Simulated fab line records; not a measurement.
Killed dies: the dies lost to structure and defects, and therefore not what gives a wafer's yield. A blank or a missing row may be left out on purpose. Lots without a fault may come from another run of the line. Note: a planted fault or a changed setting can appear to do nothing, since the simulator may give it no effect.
fab line records	flow n5_finfet
record lots=7	wafers=21
route steps=1938 shown ZERO_LAYER@16 WELL_APT@24 DUMMY_GATE@224 SD_EPI_N@263 ILD0@338 SDB@348 HKMG_FIN@424 MOL_CONTACT_COAG@531
start_h: start of the lot's first displayed wafer, in hours after the record's first day	wait_h: hours elapsed since this lot's preceding step	" unchanged from the row above	L1.1+2: several wafers, shown together as one row	- value missing, or start not given	* or withheld: withheld	< > ~ a bound
route shown NAME@n: a module of which the file shows steps, and the number in the route of the first	usual: mean and standard deviation over wafers with no fault	same: alike in all rows	chamber/n: place in a boat	sites: per-site readings	_std_site: standard deviation across them	_edge_site: outer sites' mean less inner sites'	radius_mm: how far each site lies from the wafer's centre	mask NAME#n: copy n	behind: the tool/chamber that last shaped the wafer	hold: reason for holding the lot/hours on hold/outcome of the hold	device: the n, p or np transistor that did not switch	end of line: the tests these same wafers got at the end of their route	where a step has no rows: the recipe by itself	killed: dies that structure and defects cost at the first sort, which is not the same as the wafer's yield	map: the dies of a wafer, with x for killed, . for not killed, _ for no die there
set.NAME: setting as actually run; set.NAME@STEP: the setting as run at that earlier step	model.NAME: the simulator's own value behind a step, which no gauge read
lots where settings were altered on purpose, with a table for each step and a row for each wafer
## steps
# step N5_ZERO_LAYER_ETCH_18
# recipe chemistry=HBr/Cl2	target=Si	target_depth_a=1200	time_s=40	pressure_mtorr=10	icp_w=800	bias_w=75	HBr_flow_sccm=150	Cl2_flow_sccm=80
lot.wafer	tool	chamber	start_h	wait_h	set.icp_w	model.etch.depth_nm	model.ZERO_LAYER.feature_depth_nm
L076.2	rie_si-02	3	24.94	0.0	684.4	111.3	111.3
L076.4	"	1	"	"	684.4	113.3	113.3
L076.6	"	3	"	"	800	119.7	119.7
L082.1	rie_si-05	0	61.14	0.1	800	118.3	118.3
L082.2	"	3	"	"	800	120.3	120.3
L082.4	"	2	"	"	800	120.5	120.5
L085.2	rie_si-03	0	78.82	0.0	800	119	119
L085.3	"	3	"	"	887.6	125.9	125.9
L085.5	"	1	"	"	800	118.3	118.3
L090.1	rie_si-05	2	109.52	0.0	800	121	121
L090.2	"	1	"	"	800	120.2	120.2
L090.6	"	2	"	"	800	122	122
L091.1	rie_si-02	3	114.91	0.0	800	120.7	120.7
L091.4	"	2	"	"	800	119.5	119.5
L091.5	"	3	"	"	800	121.8	121.8
L095.4	rie_si-02	2	138.81	0.0	800	120.2	120.2
L095.5	"	0	"	"	800	117.8	117.8
L095.6	"	3	"	"	800	121.7	121.7
L096.3	rie_si-02	2	144.79	0.0	800	120.2	120.2
L096.5	"	2	"	"	800	120	120
L096.6	"	3	"	"	800	120.7	120.7
# step N5_WELL_APT_EXPOSE_05
# recipe mask_id=NWELL	na=0.8	source_shape=conventional	sigma_outer=0.8	polarization=unpolarized	defocus_nm=0	target_cd_nm=200	dose_mj=20.3
lot.wafer	tool	chamber	start_h	wait_h	mask	set.dose_mj
L076.2+6	krf_scanner-01	0	25.67	-	NWELL#0	19.09
L076.4	"	0	"	"	NWELL#0	20.3
L082.1+4	krf_scanner-02	0	61.76	-	NWELL#0	19.03
L082.2	"	0	"	"	NWELL#0	20.3
L085.2+3	krf_scanner-02	0	79.56	-	NWELL#0	20.3
L085.5	"	0	"	"	NWELL#0	21.6
L090.1+2+6	krf_scanner-01	0	110.27	-	NWELL#0	20.3
L091.1+5	krf_scanner-01	0	115.52	-	NWELL#0	20.3
L091.4	"	0	"	"	NWELL#0	18.84
L095.4+5	krf_scanner-01	0	139.54	-	NWELL#0	20.3
L095.6	"	0	"	"	NWELL#0	19.66
L096.3+5+6	krf_scanner-02	0	145.53	-	NWELL#0	20.3
# step N5_WELL_APT_PEB_06
# recipe peb_temp_c=130	peb_time_s=90
# step N5_WELL_APT_DEVELOP_07
# recipe develop_time_s=45	rinse_liquid=surfactant_rinse	dry=air_spin	dev_temp_c=21
# step N5_WELL_APT_HARDBAKE_12
# recipe temp_c=130	time_s=120
# step N5_WELL_APT_CD_MEAS_08
# recipe target_cd_nm=200	landing_energy_ev=500	detector=se_inlens
# usual cd_nm=199.1/1.5
lot.wafer	tool	chamber	start_h	wait_h	set.dose_mj@WELL_APT_EXPOSE_05	cd_nm
L076.2	cd_sem-01	0	25.84	-	19.09	189.4
L076.4	"	0	"	"	20.3	198.5
L076.6	"	0	"	"	19.09	188.2
L082.1	cd_sem-01	0	61.93	-	19.03	190.9
L082.2	"	0	"	"	20.3	200.8
L082.4	"	0	"	"	19.03	188.3
L085.2	cd_sem-01	0	79.73	-	20.3	199.7
L085.3	"	0	"	"	20.3	197.2
L085.5	"	0	"	"	21.6	208.9
L090.1	cd_sem-03	0	110.44	-	20.3	199.4
L090.2	"	0	"	"	20.3	199.2
L090.6	"	0	"	"	20.3	198.8
L091.1	cd_sem-01	0	115.69	-	20.3	197.7
L091.4	"	0	"	"	18.84	187.8
L091.5	"	0	"	"	20.3	198.8
L095.4	cd_sem-03	0	139.70	-	20.3	199.1
L095.5	"	0	"	"	20.3	196.9
L095.6	"	0	"	"	19.66	192.8
L096.3	cd_sem-01	0	145.69	-	20.3	198.6
L096.5	"	0	"	"	20.3	198.0
L096.6	"	0	"	"	20.3	199.7
# step N5_WELL_APT_DESCUM_13
# recipe chemistry=O2	time_s=7.9	source_power_w=50	bias_power_w=20	pressure_mtorr=20	rf_frequency_hz=2.712e+07	temp_c=40	o2_flow_sccm=225
lot.wafer	tool	chamber	start_h	wait_h	set.dose_mj@WELL_APT_EXPOSE_05	model.WELL_APT.cd_nm
L076.2	rie_diel-03	0	25.98	0.1	19.09	190.1
L076.4	"	1	"	"	20.3	198.8
L076.6	"	3	"	"	19.09	188.3
L082.1	rie_diel-03	1	62.03	0.0	19.03	190.8
L082.2	"	0	"	"	20.3	200.8
L082.4	"	2	"	"	19.03	188.4
L085.2	rie_diel-03	2	79.81	0.0	20.3	199.3
L085.3	"	3	"	"	20.3	197.5
L085.5	"	0	"	"	21.6	209.1
L090.1	rie_diel-05	0	110.54	0.1	20.3	199.3
L090.2	"	1	"	"	20.3	199
L090.6	"	3	"	"	20.3	198.7
L091.1	rie_diel-04	2	116.20	0.5	20.3	197.4
L091.4	"	3	"	"	18.84	187.7
L091.5	"	0	"	"	20.3	198.8
L095.4	rie_diel-04	0	139.80	0.0	20.3	198.7
L095.5	"	0	"	"	20.3	197.2
L095.6	"	1	"	"	19.66	192.5
L096.3	rie_diel-04	0	145.95	0.2	20.3	198.4
L096.5	"	2	"	"	20.3	197.8
L096.6	"	1	"	"	20.3	199.5
# step N5_DUMMY_GATE_COAT_28
# recipe resist=underlayer	temp_c=205	time_s=60	spin_rpm=1500	resist_thk_nm=10
lot.wafer	tool	chamber	start_h	wait_h	set.spin_rpm	model.underlayer_of_DUMMY_GATE_COAT_28.thk_nm
L076.2+4	litho_track-04	0	-	-	1500	10
L076.6	"	0	"	"	1656	9.6
L082.1+4	litho_track-04	0	-	-	1616	9.6
L082.2	"	0	"	"	1500	10
L085.2	litho_track-04	0	-	-	1588	9.8
L085.3	"	0	"	"	1500	10
L085.5	"	0	"	"	1588	9.6
L090.1+2+6	litho_track-05	0	-	-	1500	10
L091.1+5	litho_track-05	0	-	-	1388	10.4
L091.4	"	0	"	"	1500	10
L095.4+6	litho_track-05	0	-	-	1500	10
L095.5	"	0	"	"	1656	9.6
L096.3+5+6	litho_track-04	0	-	-	1500	10
# step N5_DUMMY_GATE_EXPOSE_12
# recipe mask_id=GATE	na=0.33	source_shape=annular	sigma_inner=0.2	sigma_outer=0.6	polarization=unpolarized	target_cd_nm=25	dose_mj=34
lot.wafer	tool	chamber	start_h	wait_h	mask	set.dose_mj
L076.2	euv_scanner-02	0	57.96	-	GATE#0	35.55
L076.4+6	"	0	"	"	GATE#0	34
L082.1+2	euv_scanner-01	0	93.03	-	GATE#0	34
L082.4	"	0	"	"	GATE#0	32.65
L085.2	euv_scanner-01	0	115.12	-	GATE#0	32.65
L085.3+5	"	0	"	"	GATE#0	34
L090.1+6	euv_scanner-01	0	145.05	-	GATE#0	31.8
L090.2	"	0	"	"	GATE#0	34
L091.1+5	euv_scanner-01	0	149.19	-	GATE#0	34
L091.4	"	0	"	"	GATE#0	32.98
L095.4+5	euv_scanner-01	0	172.05	-	GATE#0	34
L095.6	"	0	"	"	GATE#0	32.86
L096.3+5+6	euv_scanner-02	0	177.72	-	GATE#0	34
# step N5_DUMMY_GATE_PEB_13
# recipe peb_temp_c=100	peb_time_s=60	resist=CAR-EUV
# step N5_DUMMY_GATE_DEVELOP_14
# recipe develop_time_s=30	developer=TMAH	resist=CAR-EUV	rinse_liquid=surfactant_rinse	dry=air_spin	dev_temp_c=23
# step N5_DUMMY_GATE_CD_MEAS_15
# recipe target_cd_nm=25.8	landing_energy_ev=500	detector=se_inlens
# usual cd_nm=24.97/0.23
lot.wafer	tool	chamber	start_h	wait_h	set.dose_mj@DUMMY_GATE_EXPOSE_12	cd_nm
L076.2	cd_sem-01	0	58.08	-	35.55	24.38
L076.4	"	0	"	"	34	25.05
L076.6	"	0	"	"	34	25.05
L082.1	cd_sem-02	0	93.16	-	34	25.32
L082.2	"	0	"	"	34	24.89
L082.4	"	0	"	"	32.65	25.68
L085.2	cd_sem-03	0	115.24	-	32.65	25.40
L085.3	"	0	"	"	34	25.01
L085.5	"	0	"	"	34	24.62
L090.1	cd_sem-01	0	145.17	-	31.8	26.37
L090.2	"	0	"	"	34	24.94
L090.6	"	0	"	"	31.8	26.20
L091.1	cd_sem-01	0	149.31	-	34	25.03
L091.4	"	0	"	"	32.98	25.53
L091.5	"	0	"	"	34	24.71
L095.4	cd_sem-02	0	172.16	-	34	24.95
L095.5	"	0	"	"	34	25.29
L095.6	"	0	"	"	32.86	25.70
L096.3	cd_sem-01	0	177.84	-	34	24.99
L096.5	"	0	"	"	34	24.78
L096.6	"	0	"	"	34	25.25
# step N5_SD_EPI_N_COAT_33
# recipe resist=SiARC	temp_c=220	time_s=60	spin_rpm=1500	resist_thk_nm=35
lot.wafer	tool	chamber	start_h	wait_h	set.spin_rpm	model.SiARC_of_SD_EPI_N_COAT_33.thk_nm
L076.2	litho_track-02	0	-	-	1545	34.6
L076.4+6	"	0	"	"	1500	35.2
L082.1+4	litho_track-02	0	-	-	1433	36
L082.2	"	0	"	"	1433	35.8
L085.2+3+5	litho_track-01	0	-	-	1500	35.2
L090.1+2	litho_track-03	0	-	-	1601	34
L090.6	"	0	"	"	1601	33.8
L091.1+4	litho_track-03	0	-	-	1439	35.8
L091.5	"	0	"	"	1500	35.2
L095.4+5+6	litho_track-02	0	-	-	1500	35
L096.3	litho_track-03	0	-	-	1500	35
L096.5+6	"	0	"	"	1500	35.2
# step N5_SD_EPI_N_DESCUM_14
# recipe chemistry=O2	time_s=7.9	source_power_w=50	bias_power_w=20	pressure_mtorr=20	rf_frequency_hz=2.712e+07	temp_c=40	resist=CAR-ArF-block	o2_flow_sccm=225
lot.wafer	tool	chamber	start_h	wait_h	set.time_s
L076.2+4+6	rie_diel-04	0,1,2	60.88	0.0	7.9
L082.1+4	rie_diel-03	3,0	97.76	0.4	7.9
L082.2	"	1	"	"	7.051
L085.2+3	rie_diel-04	1,0	117.62	0.2	7.9
L085.5	"	3	"	"	7.381
L090.1+6	rie_diel-04	3,2	147.91	0.0	7.9
L090.2	"	1	"	"	9.263
L091.1	rie_diel-03	2	151.81	0.0	7.226
L091.4+5	"	0	"	"	7.9
L095.4	rie_diel-03	3	175.19	0.0	8.946
L095.5+6	"	1,2	"	"	7.9
L096.3+5+6	rie_diel-03	0,1,2	182.50	0.1	7.9
# step N5_SD_EPI_N_ETCH_34
# recipe chemistry=CF4	target=SiARC	target_depth_a=455	mask_material=CAR-ArF-block	time_s=75.8	ion_energy_ev=80	pressure_mtorr=40	source_w=545	bias_w=36	Ar_flow_sccm=100	cf4_flow_sccm=100	ends=cleared
lot.wafer	tool	chamber	start_h	wait_h	set.spin_rpm@SD_EPI_N_COAT_33	model.etch.depth_nm
L076.2	rie_diel-04	0	60.92	0.0	1545	34.63
L076.4	"	1	"	"	1500	35.2
L076.6	"	2	"	"	1500	35.12
L082.1	rie_diel-03	3	97.80	0.0	1433	35.99
L082.2	"	1	"	"	1433	35.85
L082.4	"	0	"	"	1433	35.91
L085.2+3	rie_diel-04	1,0	117.65	0.0	1500	35.21
L085.5	"	3	"	"	1500	35.1
L090.1	rie_diel-04	3	147.95	0.0	1601	34.05
L090.2	"	1	"	"	1601	34.06
L090.6	"	2	"	"	1601	33.89
L091.1	rie_diel-03	2	151.85	0.0	1439	35.9
L091.4	"	0	"	"	1439	35.86
L091.5	"	0	"	"	1500	35.16
L095.4	rie_diel-03	3	175.23	0.0	1500	35
L095.5	"	1	"	"	1500	34.95
L095.6	"	2	"	"	1500	35.08
L096.3	rie_diel-03	0	182.54	0.0	1500	35.09
L096.5+6	"	1,2	"	"	1500	35.16
# step N5_ILD0_CMP_03
# recipe stop_on=SiNx	t_overpolish_s=1.9	post_cmp_clean=alkaline_brush	down_force_psi=4.1491	platen_rpm=51.796	pad_velocity_m_s=1.0306	target_thk_nm=197.38
# usual time_to_endpoint_s=70/3.6
lot.wafer	tool	chamber	start_h	wait_h	set.down_force_psi	time_to_endpoint_s
L076.2	cmp-04	2	73.00	0.1	4.1491	70
L076.4	"	3	"	"	4.1491	74
L076.6	"	0	"	"	4.1491	65
L082.1	cmp-02	2	109.81	0.0	4.1491	68
L082.2	"	3	"	"	4.1491	68
L082.4	"	1	"	"	4.1491	69
L085.3	cmp-04	2	129.82	0.0	3.609	80
L085.2	"	1	"	"	3.609	77
L085.5	"	2	"	"	4.1491	68
L090.2	cmp-03	1	160.71	0.0	4.1491	68
L090.1	"	2	"	"	4.1491	65
L090.6	"	2	"	"	4.896	54
L091.4	cmp-02	3	163.53	0.0	4.1491	68
L091.1	"	2	"	"	3.64	80
L091.5	"	0	"	"	4.1491	72
L095.4	cmp-04	3	189.93	0.0	4.1491	70
L095.5	"	3	"	"	4.524	62
L095.6	"	0	"	"	4.524	57
L096.3	cmp-03	2	194.84	0.0	4.1491	67
L096.6	"	2	"	"	4.1491	66
L096.5	"	3	"	"	4.1491	72
# step N5_SDB_COAT_03
# recipe resist=SOC	temp_c=250	time_s=60	spin_rpm=1500	resist_thk_nm=100
lot.wafer	tool	chamber	start_h	wait_h	set.spin_rpm	model.SOC_of_SDB_COAT_03.thk_nm
L076.2	litho_track-01	0	77.23	0.1	1500	99.6
L076.4	"	0	"	"	1500	100
L076.6	"	0	"	"	1500	100.2
L082.1	litho_track-05	0	113.85	0.1	1568	97.6
L082.2	"	0	"	"	1568	97
L082.4	"	0	"	"	1500	99.6
L085.2	litho_track-05	0	133.80	0.1	1421	102.6
L085.3	"	0	"	"	1500	99.6
L085.5	"	0	"	"	1421	102.4
L090.1	litho_track-01	0	164.69	0.1	1500	100.2
L090.2	"	0	"	"	1500	100.4
L090.6	"	0	"	"	1602	97.2
L091.1	litho_track-05	0	167.51	0.1	1500	100.2
L091.4+5	"	0	"	"	1500	100
L095.4+6	litho_track-05	0	193.97	0.0	1500	99.6
L095.5	"	0	"	"	1500	99.8
L096.3	litho_track-02	0	198.99	0.1	1500	99.4
L096.5+6	"	0	"	"	1500	99.8
# step N5_SDB_COAT_04
# recipe resist=SiARC	temp_c=220	time_s=60	spin_rpm=1500	resist_thk_nm=18
# step N5_SDB_COAT_05
# recipe resist=CAR-ArF	spin_rpm=1500	resist_thk_nm=90
# step N5_SDB_DESCUM_16
# recipe chemistry=O2	time_s=7.9	source_power_w=50	bias_power_w=20	pressure_mtorr=20	rf_frequency_hz=2.712e+07	temp_c=40	resist=CAR-ArF	o2_flow_sccm=225
# step N5_SDB_ETCH_17
# recipe chemistry=CF4	target=SiARC	target_depth_a=234	mask_material=CAR-ArF	time_s=39	ion_energy_ev=80	pressure_mtorr=40	source_w=545	bias_w=36	Ar_flow_sccm=100	cf4_flow_sccm=100	ends=cleared
# step N5_SDB_ETCH_18
# recipe chemistry=N2/H2	target=SOC	target_depth_a=1000	overetch_a=200	mask_material=SiARC	temp_c=40	time_s=150	ion_energy_ev=200	pressure_mtorr=30	source_w=840	bias_w=150	n2_flow_sccm=200	h2_flow_sccm=200
lot.wafer	tool	chamber	start_h	wait_h	set.spin_rpm@SDB_COAT_03	model.etch.depth_nm
L076.2	rie_diel-03	2	77.64	0.0	1500	99.67
L076.4	"	0	"	"	1500	99.92
L076.6	"	2	"	"	1500	100.2
L082.1	rie_diel-04	0	114.25	0.0	1568	97.58
L082.2	"	3	"	"	1568	97.06
L082.4	"	1	"	"	1500	99.55
L085.2	rie_diel-03	2	134.23	0.0	1421	102.7
L085.3	"	0	"	"	1500	99.52
L085.5	"	0	"	"	1421	102.4
L090.1	rie_diel-05	2	165.22	0.0	1500	100.2
L090.2	"	3	"	"	1500	100.4
L090.6	"	1	"	"	1602	97.11
L091.1	rie_diel-03	2	168.04	0.0	1500	100.1
L091.4	"	1	"	"	1500	99.95
L091.5	"	0	"	"	1500	100
L095.4	rie_diel-05	1	194.61	0.0	1500	99.68
L095.5	"	1	"	"	1500	99.87
L095.6	"	0	"	"	1500	99.5
L096.3	rie_diel-05	2	199.57	0.0	1500	99.4
L096.5	"	2	"	"	1500	99.74
L096.6	"	3	"	"	1500	99.73
# step N5_SDB_STRIP_19
# recipe chemistry=N2/H2	temp_c=40	n2_flow_sccm=200	h2_flow_sccm=200	rf_frequency_hz=6e+07
# step N5_SDB_STRIP_21
# recipe chemistry=CF4	resist=SiARC	power_w=300	bias_power_w=75	pressure_mtorr=50	cf4_flow_sccm=150	rf_frequency_hz=6e+07
# step N5_SDB_HM_OPEN_20
# recipe chemistry=CH3F/O2	target=SiNx	mask_material=SOC	target_depth_a=240	stop_on=poly-Si	over_etch_frac=0.4	ion_energy_ev=120	pressure_mtorr=30	source_w=395	bias_w=73	Ar_flow_sccm=150	CH3F_flow_sccm=30	O2_flow_sccm=20
lot.wafer	tool	chamber	start_h	wait_h	set.spin_rpm@SDB_COAT_03	model.SOC_of_SDB_COAT_03.thk_nm
L076.2	rie_diel-03	2	77.80	0.0	1500	84.2
L076.4	"	0	"	"	1500	84.6
L076.6	"	2	"	"	1500	84.8
L082.1	rie_diel-04	0	114.41	0.0	1568	82
L082.2	"	3	"	"	1568	81
L082.4	"	1	"	"	1500	83.4
L085.2	rie_diel-03	2	134.38	0.0	1421	87.2
L085.3	"	0	"	"	1500	84
L085.5	"	0	"	"	1421	87
L090.1+2	rie_diel-05	2,3	165.38	0.0	1500	84.2
L090.6	"	1	"	"	1602	81.4
L091.1	rie_diel-03	2	168.19	0.0	1500	84.8
L091.4	"	1	"	"	1500	84
L091.5	"	0	"	"	1500	84.6
L095.4	rie_diel-05	1	194.77	0.0	1500	84
L095.5	"	1	"	"	1500	84.2
L095.6	"	0	"	"	1500	83.8
L096.3	rie_diel-05	2	199.73	0.0	1500	83.4
L096.5	"	2	"	"	1500	83.6
L096.6	"	3	"	"	1500	83.8
# step N5_SDB_STRIP_22
# recipe chemistry=N2/H2	power_w=1000	temp_c=250	h2_frac=0.65	overash_fraction=0.3	pressure_mtorr=withheld	n2_flow_sccm=1750	h2_flow_sccm=3250
# usual strip_time_to_endpoint_s=96.2/0.39
lot.wafer	tool	chamber	start_h	wait_h	set.spin_rpm@SDB_COAT_03	strip_time_to_endpoint_s
L076.2	plasma_asher-02	0	77.88	0.1	1500	96.4
L076.4	"	1	"	"	1500	96.7
L076.6	"	0	"	"	1500	96.9
L082.1	plasma_asher-01	1	114.49	0.1	1568	94.3
L082.2	"	0	"	"	1568	93.3
L082.4	"	1	"	"	1500	95.7
L085.2	plasma_asher-01	1	134.46	0.1	1421	99.3
L085.3	"	1	"	"	1500	96.2
L085.5	"	1	"	"	1421	99.0
L090.1	plasma_asher-02	1	165.46	0.1	1500	96.5
L090.2	"	0	"	"	1500	96.4
L090.6	"	1	"	"	1602	93.8
L091.1	plasma_asher-02	1	168.28	0.1	1500	96.9
L091.4	"	0	"	"	1500	96.2
L091.5	"	1	"	"	1500	96.8
L095.4	plasma_asher-02	0	194.90	0.1	1500	96.2
L095.5	"	1	"	"	1500	96.4
L095.6	"	0	"	"	1500	96.1
L096.3	plasma_asher-01	0	199.85	0.1	1500	95.6
L096.5	"	0	"	"	1500	95.9
L096.6	"	1	"	"	1500	95.9
# step N5_HKMG_FIN_COAT_06
# recipe resist=CAR-ArF	spin_rpm=1500	resist_thk_nm=90
lot.wafer	tool	chamber	start_h	wait_h	set.spin_rpm	model.CAR-ArF_of_HKMG_FIN_COAT_06.thk_nm
L076.2	litho_track-03	0	-	-	1621	86.8
L076.4	"	0	"	"	1500	90.2
L076.6	"	0	"	"	1621	86.6
L082.1	litho_track-03	0	-	-	1500	90.6
L082.2+4	"	0	"	"	1631	86.8
L085.2+3	litho_track-04	0	-	-	1500	90.2
L085.5	"	0	"	"	1581	88
L090.1+6	litho_track-02	0	-	-	1381	93.6
L090.2	"	0	"	"	1500	90
L091.1	litho_track-04	0	-	-	1500	90.2
L091.4	"	0	"	"	1567	88.2
L091.5	"	0	"	"	1500	89.8
L095.4	litho_track-02	0	-	-	1343	94.8
L095.5+6	"	0	"	"	1500	89.6
L096.3+5+6	litho_track-03	0	-	-	1500	89.8
# step N5_MOL_CONTACT_COAG_ETCH_105
# recipe chemistry=CF4	target=SiARC	target_depth_a=156	mask_material=CAR-EUV	time_s=26	ion_energy_ev=80	pressure_mtorr=40	source_w=545	bias_w=36	Ar_flow_sccm=100	cf4_flow_sccm=100	ends=cleared
# usual rf_vpp_V=184.2/1.1
lot.wafer	tool	chamber	start_h	wait_h	set.bias_w	rf_vpp_V
L076.2	rie_diel-03	1	100.01	0.0	36	183.9
L076.4	"	0	"	"	36	186.3
L076.6	"	3	"	"	40.66	198.7
L082.1	rie_diel-03	0	135.38	0.0	36	184.2
L082.2	"	2	"	"	36	182.3
L082.4	"	3	"	"	36	183.9
L085.2	rie_diel-03	1	156.64	0.0	32.4	172.7
L085.3	"	0	"	"	32.4	172.8
L085.5	"	0	"	"	36	184.4
L090.1	rie_diel-03	1	186.94	0.0	36	184.2
L090.2	"	3	"	"	36	184.4
L090.6	"	0	"	"	42.25	205.0
L091.1	rie_diel-03	3	190.75	0.0	33.19	172.8
L091.4	"	0	"	"	36	185.3
L091.5	"	0	"	"	33.19	174.3
L095.4	rie_diel-03	0	216.82	0.0	36	184.6
L095.5	"	2	"	"	36	181.5
L095.6	"	1	"	"	36	184.4
L096.3	rie_diel-04	3	221.59	0.0	36	184.4
L096.5	"	1	"	"	36	184.0
L096.6	"	3	"	"	36	183.9
## key
split step=N5_ZERO_LAYER_ETCH_18	setting=icp_w	stated=800	by=wafer
response step=N5_ZERO_LAYER_ETCH_18	reading=model.etch.depth_nm	change=+0.563	per=1%	r=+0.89
response step=N5_ZERO_LAYER_ETCH_18	reading=model.ZERO_LAYER.feature_depth_nm	change=+0.563	per=1%	r=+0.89
split step=N5_WELL_APT_EXPOSE_05	setting=dose_mj	stated=20.3	by=wafer
response step=N5_WELL_APT_CD_MEAS_08	reading=cd_nm	change=+1.61	per=1%	r=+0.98
response step=N5_WELL_APT_DESCUM_13	reading=model.WELL_APT.cd_nm	change=+1.62	per=1%	r=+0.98
split step=N5_DUMMY_GATE_COAT_28	setting=spin_rpm	stated=1500	by=wafer
response step=N5_DUMMY_GATE_COAT_28	reading=model.underlayer_of_DUMMY_GATE_COAT_28.thk_nm	change=-0.0441	per=1%	r=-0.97
split step=N5_DUMMY_GATE_EXPOSE_12	setting=dose_mj	stated=34	by=wafer
response step=N5_DUMMY_GATE_CD_MEAS_15	reading=cd_nm	change=-0.178	per=1%	r=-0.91
split step=N5_SD_EPI_N_COAT_33	setting=spin_rpm	stated=1500	by=wafer
response step=N5_SD_EPI_N_COAT_33	reading=model.SiARC_of_SD_EPI_N_COAT_33.thk_nm	change=-0.166	per=1%	r=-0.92
response step=N5_SD_EPI_N_ETCH_34	reading=model.etch.depth_nm	change=-0.176	per=1%	r=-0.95
split step=N5_SD_EPI_N_DESCUM_14	setting=time_s	stated=7.9	by=wafer
response none clear
split step=N5_ILD0_CMP_03	setting=down_force_psi	stated=4.1491	by=wafer
response step=N5_ILD0_CMP_03	reading=time_to_endpoint_s	change=*	per=1%	r=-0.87
split step=N5_SDB_COAT_03	setting=spin_rpm	stated=1500	by=wafer
response step=N5_SDB_COAT_03	reading=model.SOC_of_SDB_COAT_03.thk_nm	change=-0.495	per=1%	r=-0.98
response step=N5_SDB_ETCH_18	reading=model.etch.depth_nm	change=-0.502	per=1%	r=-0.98
response step=N5_SDB_HM_OPEN_20	reading=model.SOC_of_SDB_COAT_03.thk_nm	change=-0.465	per=1%	r=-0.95
response step=N5_SDB_STRIP_22	reading=strip_time_to_endpoint_s	change=*	per=1%	r=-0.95
split step=N5_HKMG_FIN_COAT_06	setting=spin_rpm	stated=1500	by=wafer
response step=N5_HKMG_FIN_COAT_06	reading=model.CAR-ArF_of_HKMG_FIN_COAT_06.thk_nm	change=-0.453	per=1%	r=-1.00
split step=N5_MOL_CONTACT_COAG_ETCH_105	setting=bias_w	stated=36	by=wafer
response step=N5_MOL_CONTACT_COAG_ETCH_105	reading=rf_vpp_V	change=+1.18	per=1%	r=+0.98
